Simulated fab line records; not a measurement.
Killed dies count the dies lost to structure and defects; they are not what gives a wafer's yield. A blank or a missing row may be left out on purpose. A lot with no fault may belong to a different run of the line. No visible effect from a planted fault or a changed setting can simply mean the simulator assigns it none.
Chamber matching	flow n5Finfet	4 sister chambers for N5_BEOL_M3_ETCH_70 on rieDiel-05
The step etches SOC in N2/H2, target depth 80 nm, overetch 16 nm, time 120 s. 4 wafers are shown with their chamber, then 8 later ones without.

## EACH WAFER AND ITS CHAMBER
wafer	chamber	drypumpMotorCurrentA (A)
L087.2	3	5.2
L087.3	0	6.0
L087.4	1	5.6
L093.1	2	6.8

## WAFERS MISSING THEIR CHAMBER
wafer	drypumpMotorCurrentA (A)
L093.2	6.0
L093.4	5.7
L097.2	5.7
L097.4	6.0
L097.6	5.7
L096.2	5.7
L096.3	6.8
L096.5	5.2

## WHICH CHAMBER EACH ONE RAN IN
wafer	from the rows above	in truth
L093.2	0	0
L093.4	1	1
L097.2	1	1
L097.4	0	0
L097.6	1	1
L096.2	1	1
L096.3	2	2
L096.5	3	3
Placed correctly: 8 of 8. Can't be placed from these rows: 0. Placed wrongly: 0.
How it was worked out, from the rows above alone: a wafer's distance from a chamber is the root of the sum, over the readings, of the square of ((its reading less the chamber's mean) divided by the reading's scatter). The wafer belongs to the nearest chamber; if the next one is less than 2 further off, it can't be placed. A chamber's mean is the mean of its shown wafers. The scatter (one wafer shown for each chamber): square how far every hidden wafer sits from the nearest shown wafer, average those squares and take the square root.
